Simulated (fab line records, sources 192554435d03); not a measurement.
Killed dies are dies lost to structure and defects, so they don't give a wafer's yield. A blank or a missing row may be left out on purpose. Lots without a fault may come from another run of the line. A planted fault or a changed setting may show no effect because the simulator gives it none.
Chamber matching | flow n5_finfet | N5_BEOL_M2_ALD_84 on ald_metal-03: 4 sister chambers
The step deposits TaN, pulse time 2 s, purge time 3 s, co reactant purge time 2 s. 8 wafers are shown with their chamber, then 7 later ones without.

WAFERS WITH THEIR CHAMBER
wafer  | chamber | heater_power_w (W)
L081.1 | 3       | 496
L081.4 | 2       | 400
L084.1 | 2       | 390
L084.2 | 3       | 499
L085.3 | 1       | 411
L085.5 | 1       | 426
L087.1 | 0       | 399
L087.4 | 0       | 401

WAFERS WITHOUT THEIR CHAMBER
wafer  | heater_power_w (W)
L087.6 | 497
L093.2 | 399
L093.3 | 509
L093.5 | 409
L094.1 | 388
L094.4 | 399
L094.5 | 389

WHICH CHAMBER EACH WENT THROUGH
wafer  | from the rows above          | in truth
L087.6 | 3                            | 3
L093.2 | can't be placed: 0 or 2      | 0
L093.3 | 3                            | 3
L093.5 | can't be placed: 0 or 1 or 2 | 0
L094.1 | can't be placed: 2 or 0      | 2
L094.4 | can't be placed: 0 or 2      | 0
L094.5 | can't be placed: 2 or 0      | 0
Placed correctly: 2 of 7. Can't be placed from these rows: 5 (the true chamber is among the candidates in 5). Placed wrongly: 0.
How it was worked out, from the rows above alone: a wafer's distance from a chamber is the root of the sum, over the readings, of the square of ((its reading less the chamber's mean) divided by the reading's scatter). The wafer belongs to the nearest chamber; if the next one is less than 2 further off, it can't be placed. A chamber's mean is the mean of its shown wafers. The scatter: the root of (the sum of the squares of (reading less its chamber's mean) over the shown wafers, divided by (wafers less chambers)).
